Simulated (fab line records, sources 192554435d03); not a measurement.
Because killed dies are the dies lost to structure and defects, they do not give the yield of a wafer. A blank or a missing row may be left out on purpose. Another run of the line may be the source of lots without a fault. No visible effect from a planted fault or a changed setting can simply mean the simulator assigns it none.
Chamber matching / flow n5-finfet / N5_PMOS_HMC_CHANNEL_EPI_ETCH_32 on rie-diel-05 has 4 sister chambers
The step etches BARC in N2/H2, stops on SiO2, target depth 85.8 nm, time 50.3 s. 4 wafers are shown with their chamber, then 11 later ones without.

== WAFERS PAIRED WITH THEIR CHAMBERS ==
wafer=L080.5; chamber=1; showerhead-plenum-p-Torr (Torr)=2.50
wafer=L088.2; chamber=2; showerhead-plenum-p-Torr (Torr)=2.64
wafer=L088.6; chamber=3; showerhead-plenum-p-Torr (Torr)=2.51
wafer=L092.1; chamber=0; showerhead-plenum-p-Torr (Torr)=2.54

== WAFERS MISSING THEIR CHAMBER ==
wafer=L092.2; showerhead-plenum-p-Torr (Torr)=2.49
wafer=L092.3; showerhead-plenum-p-Torr (Torr)=2.63
wafer=L093.3; showerhead-plenum-p-Torr (Torr)=2.49
wafer=L093.4; showerhead-plenum-p-Torr (Torr)=2.63
wafer=L093.6; showerhead-plenum-p-Torr (Torr)=2.50
wafer=L094.1; showerhead-plenum-p-Torr (Torr)=2.63
wafer=L094.4; showerhead-plenum-p-Torr (Torr)=2.54
wafer=L094.6; showerhead-plenum-p-Torr (Torr)=2.63
wafer=L097.1; showerhead-plenum-p-Torr (Torr)=2.50
wafer=L097.4; showerhead-plenum-p-Torr (Torr)=2.63
wafer=L097.6; showerhead-plenum-p-Torr (Torr)=2.50

== EACH ONE'S CHAMBER ==
wafer=L092.2; from the rows above=can't be placed: 1 or 3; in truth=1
wafer=L092.3; from the rows above=2; in truth=2
wafer=L093.3; from the rows above=can't be placed: 1 or 3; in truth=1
wafer=L093.4; from the rows above=2; in truth=2
wafer=L093.6; from the rows above=can't be placed: 1 or 3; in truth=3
wafer=L094.1; from the rows above=2; in truth=2
wafer=L094.4; from the rows above=0; in truth=0
wafer=L094.6; from the rows above=2; in truth=2
wafer=L097.1; from the rows above=can't be placed: 1 or 3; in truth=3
wafer=L097.4; from the rows above=2; in truth=2
wafer=L097.6; from the rows above=can't be placed: 1 or 3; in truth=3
Correctly placed: 6 of 11. Cannot be placed on the basis of these rows: 5; the candidates contain the true chamber in 5. Number placed wrongly: 0.
How it was worked out, from the rows above alone: a wafer's distance from a chamber is the root of the sum, over the readings, of the square of ((its reading less the chamber's mean) divided by the reading's scatter). The wafer belongs to the nearest chamber; if the next one is less than 2 further off, it can't be placed. For every chamber, the mean is computed from those of its wafers that are shown. The scatter (one wafer shown for each chamber): square how far every hidden wafer sits from the nearest shown wafer, average those squares and take the square root.
